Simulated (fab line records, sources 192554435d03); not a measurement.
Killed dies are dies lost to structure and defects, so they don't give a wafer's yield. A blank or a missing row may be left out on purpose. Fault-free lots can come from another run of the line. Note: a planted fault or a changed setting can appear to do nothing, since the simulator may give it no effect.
Matching of chambers ; flow n5_finfet ; 4 sister chambers for N5_BEOL_M1_ETCH_63 on rie_diel-03
The step etches SiARC in CF4, target depth 15.6 nm, time 26 s. 8 wafers are shown with their chamber, then 8 later ones without.

EACH WAFER AND ITS CHAMBER
wafer;chamber;etch_rf_on_time_s (s);drypump_motor_current_A (A)
L079.3;2;24.8;6.0
L081.5;0;27.4;5.7
L081.6;1;25.8;6.2
L084.1;1;26.2;6.3
L084.3;0;27.5;5.7
L086.1;2;24.7;5.9
L086.5;3;24.9;5.8
L088.3;3;25.0;5.8

WAFERS WHOSE CHAMBER IS MISSING
wafer;etch_rf_on_time_s (s);drypump_motor_current_A (A)
L088.5;28.1;5.7
L088.6;24.7;5.7
L089.1;24.7;6.0
L089.2;24.7;5.7
L089.5;25.1;6.0
L096.2;25.0;6.0
L096.3;28.2;5.7
L096.6;26.3;6.3

CHAMBER TAKEN BY EACH
wafer;from the rows above;in truth
L088.5;0;0
L088.6;3;3
L089.1;2;2
L089.2;3;3
L089.5;can't be placed: 2 or 3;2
L096.2;2;2
L096.3;0;0
L096.6;1;1
7 of 8 placed correctly. Unplaceable from these rows: 1, with the true chamber sitting among the candidates in 1. Number placed wrongly: 0.
How it was worked out, from the rows above alone: a wafer's distance from a chamber is the root of the sum, over the readings, of the square of ((its reading less the chamber's mean) divided by the reading's scatter). The wafer belongs to the nearest chamber; if the next one is less than 2 further off, it can't be placed. For every chamber, the mean is computed from those of its wafers that are shown. The scatter: the root of (the sum of the squares of (reading less its chamber's mean) over the shown wafers, divided by (wafers less chambers)).
